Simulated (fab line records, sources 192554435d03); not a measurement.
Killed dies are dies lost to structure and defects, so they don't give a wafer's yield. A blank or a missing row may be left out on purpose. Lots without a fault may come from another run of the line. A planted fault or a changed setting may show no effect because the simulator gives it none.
Split-lot experiment | flow n5_finfet | 7 lots, 39 wafers read, on a route of 1938 steps

THE SPLIT
At N5_DUMMY_GATE_EXPOSE_12 (exposes mask GATE, target cd 25 nm), the setting dose_mj was moved away from the recipe's 34 on 18 of the 39 wafers read, by -7.2% to +4.6%. The other wafers ran this setting at the recipe's value.

FROM THE SPLIT TO THE READING: what the file shows between them, 7 steps
- N5_DUMMY_GATE_PEB_13: peb time 60 s
- N5_DUMMY_GATE_DEVELOP_14: develop time 30 s
- N5_DUMMY_GATE_CD_MEAS_15: target cd 25.8 nm
- N5_DUMMY_GATE_STRIP_38: strips in N2/H2
- N5_DUMMY_GATE_STRIP_39: strips in N2/H2
- N5_DUMMY_GATE_TRIM_49: chemistry O2, time 29 s, target cd 14 nm
- N5_DUMMY_GATE_STRIP_40: strips in CF4

THE READING
cd_nm, in nm, at N5_DUMMY_GATE_CD_MEAS_50 (target cd 14 nm). Fault-free wafers of this fab line usually give 14.05 nm, standard deviation 0.3 nm.

wafer  | tool, chamber at the split | dose_mj as run | against the recipe | cd_nm, nm | against lot-mates on the recipe
L075.1 | euv_scanner-02, 0          | 34             | recipe             | 14.24     | -
L075.2 | euv_scanner-02, 0          | 34             | recipe             | 14.25     | -
L075.3 | euv_scanner-02, 0          | 35.55          | +4.6%              | 12.84     | -1.32
L075.4 | euv_scanner-02, 0          | 34             | recipe             | 14.00     | -
L075.5 | euv_scanner-02, 0          | 35.55          | +4.6%              | 13.47     | -0.69
L075.6 | euv_scanner-02, 0          | 35.55          | +4.6%              | 13.35     | -0.81
L079.1 | euv_scanner-02, 0          | 34             | recipe             | 13.89     | -
L079.2 | euv_scanner-02, 0          | 32.71          | -3.8%              | 14.63     | +0.55
L079.3 | euv_scanner-02, 0          | 32.71          | -3.8%              | 14.50     | +0.42
L079.4 | euv_scanner-02, 0          | 34             | recipe             | 14.32     | -
L079.5 | euv_scanner-02, 0          | 32.71          | -3.8%              | 14.77     | +0.69
L079.6 | euv_scanner-02, 0          | 34             | recipe             | 14.03     | -
L084.1 | euv_scanner-02, 0          | 34             | recipe             | 13.63     | -
L084.2 | euv_scanner-02, 0          | 31.54          | -7.2%              | 15.39     | +1.64
L084.3 | euv_scanner-02, 0          | 31.54          | -7.2%              | 15.25     | +1.50
L084.4 | euv_scanner-02, 0          | 34             | recipe             | 13.79     | -
L084.5 | euv_scanner-02, 0          | 31.54          | -7.2%              | 15.30     | +1.55
L084.6 | euv_scanner-02, 0          | 34             | recipe             | 13.83     | -
L088.1 | euv_scanner-01, 0          | 34             | recipe             | 14.31     | -
L088.2 | euv_scanner-01, 0          | 32.62          | -4.1%              | 14.88     | +0.82
L088.3 | euv_scanner-01, 0          | 34             | recipe             | 13.99     | -
L088.4 | euv_scanner-01, 0          | 32.62          | -4.1%              | 14.78     | +0.72
L088.5 | euv_scanner-01, 0          | 32.62          | -4.1%              | 14.82     | +0.76
L088.6 | euv_scanner-01, 0          | 34             | recipe             | 13.87     | -
L090.1 | euv_scanner-01, 0          | 34             | recipe             | 13.87     | -
L090.2 | euv_scanner-01, 0          | 35.16          | +3.4%              | 13.65     | -0.33
L090.3 | euv_scanner-01, 0          | 34             | recipe             | 14.33     | -
L090.4 | euv_scanner-01, 0          | 35.16          | +3.4%              | 13.88     | -0.10
L090.5 | euv_scanner-01, 0          | 35.16          | +3.4%              | 13.85     | -0.13
L090.6 | euv_scanner-01, 0          | 34             | recipe             | 13.73     | -
L093.1 | euv_scanner-01, 0          | 34             | recipe             | 13.81     | -
L093.2 | euv_scanner-01, 0          | 32.99          | -3.0%              | 14.50     | +0.65
L093.3 | euv_scanner-01, 0          | 34             | recipe             | 13.94     | -
L093.4 | euv_scanner-01, 0          | 34             | recipe             | 13.80     | -
L093.5 | euv_scanner-01, 0          | 32.99          | -3.0%              | 14.57     | +0.72
L093.6 | euv_scanner-01, 0          | 32.99          | -3.0%              | 14.57     | +0.72
L097.1 | euv_scanner-01, 0          | 34             | recipe             | 14.16     | -
L097.2 | euv_scanner-01, 0          | 34             | recipe             | 13.87     | -
L097.5 | euv_scanner-01, 0          | 34             | recipe             | 14.14     | -

THE FIT
A straight line over all 39 wafers: cd_nm changes by -0.166 nm for each +1% of dose_mj; r = -0.92; the points scatter about the line by 0.21 nm.
The same after taking each lot's own level away (the mean of its wafers on the recipe; 39 wafers): -0.185 nm for each +1%; r = -0.94; scatter 0.21 nm.
On that fit, the largest move of dose_mj shifts the reading by 1.3 nm.
The lots' own levels span 13.750 to 14.163 nm, that is 1.4 times the standard deviation above.
So the lot-to-lot level changes the slope: the two fits differ.
Check: with one of the wafers moved furthest among these (-7.2%) left out of the fit, the line predicts +1.34 nm for it against its lot-mates. It came out at +1.64 nm against them.

THE WHOLE CHAIN: every reading that the file lists as answering this split, in the file's order
step                     | what it does                                                   | reading                                                           | change (the file's fit)               | r (the file's)
N5_DUMMY_GATE_CD_MEAS_15 | target cd 25.8 nm                                              | cd_nm                                                             | -0.19 nm for each +1% of the setting  | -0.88
N5_DUMMY_GATE_TRIM_49    | chemistry O2, time 29 s, target cd 14 nm                       | DUMMY_GATE.cd_nm (the simulator's own value, which no gauge read) | -0.195 nm for each +1% of the setting | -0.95
N5_DUMMY_GATE_CD_MEAS_50 | target cd 14 nm                                                | cd_nm                                                             | -0.189 nm for each +1% of the setting | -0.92
N5_DUMMY_GATE_ETCH_44    | etches poly-Si in HBr/O2, stops on SiO2, target depth 127.5 nm | DUMMY_GATE.cd_nm (the simulator's own value, which no gauge read) | -0.158 nm for each +1% of the setting | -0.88

THE FILE'S OWN FIT
cd_nm changes by -0.189 nm for each +1% of dose_mj, r = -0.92.
